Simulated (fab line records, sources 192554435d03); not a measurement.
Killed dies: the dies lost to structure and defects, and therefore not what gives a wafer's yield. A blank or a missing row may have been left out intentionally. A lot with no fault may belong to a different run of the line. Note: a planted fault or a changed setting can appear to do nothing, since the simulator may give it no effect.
Chamber matching / flow n5Finfet / rieDiel-06 running N5_SDB_ETCH_17: 4 sister chambers
The step etches SiARC in CF4, target depth 23.4 nm, time 39 s. 4 wafers are shown with their chamber, then 9 later ones without.

== WAFERS WITH THEIR CHAMBER ==
wafer=L088.6; chamber=1; drypumpMotorCurrentA (A)=6.3
wafer=L092.1; chamber=0; drypumpMotorCurrentA (A)=4.8
wafer=L092.2; chamber=2; drypumpMotorCurrentA (A)=5.8
wafer=L092.4; chamber=3; drypumpMotorCurrentA (A)=5.7

== WAFERS WITH NO CHAMBER GIVEN ==
wafer=L093.1; drypumpMotorCurrentA (A)=5.8
wafer=L093.3; drypumpMotorCurrentA (A)=5.7
wafer=L093.4; drypumpMotorCurrentA (A)=6.3
wafer=L096.1; drypumpMotorCurrentA (A)=5.8
wafer=L096.4; drypumpMotorCurrentA (A)=6.2
wafer=L096.5; drypumpMotorCurrentA (A)=4.8
wafer=L097.1; drypumpMotorCurrentA (A)=4.8
wafer=L097.3; drypumpMotorCurrentA (A)=5.7
wafer=L097.5; drypumpMotorCurrentA (A)=5.7

== EACH ONE'S CHAMBER ==
wafer=L093.1; from the rows above=2; in truth=2
wafer=L093.3; from the rows above=3; in truth=3
wafer=L093.4; from the rows above=1; in truth=1
wafer=L096.1; from the rows above=2; in truth=2
wafer=L096.4; from the rows above=1; in truth=1
wafer=L096.5; from the rows above=0; in truth=0
wafer=L097.1; from the rows above=0; in truth=0
wafer=L097.3; from the rows above=3; in truth=3
wafer=L097.5; from the rows above=3; in truth=3
9 of 9 placed correctly. Not placeable from these rows: 0. Number placed wrongly: 0.
How it was worked out, from the rows above alone: a wafer's distance from a chamber is the root of the sum, over the readings, of the square of ((its reading less the chamber's mean) divided by the reading's scatter). If the next closest chamber is less than 2 further off than the closest, the wafer can't be placed; otherwise it belongs to the closest. For every chamber, the mean is computed from those of its wafers that are shown. The scatter: root of mean squared gap, hidden wafer to nearest shown wafer, with one shown wafer a chamber.
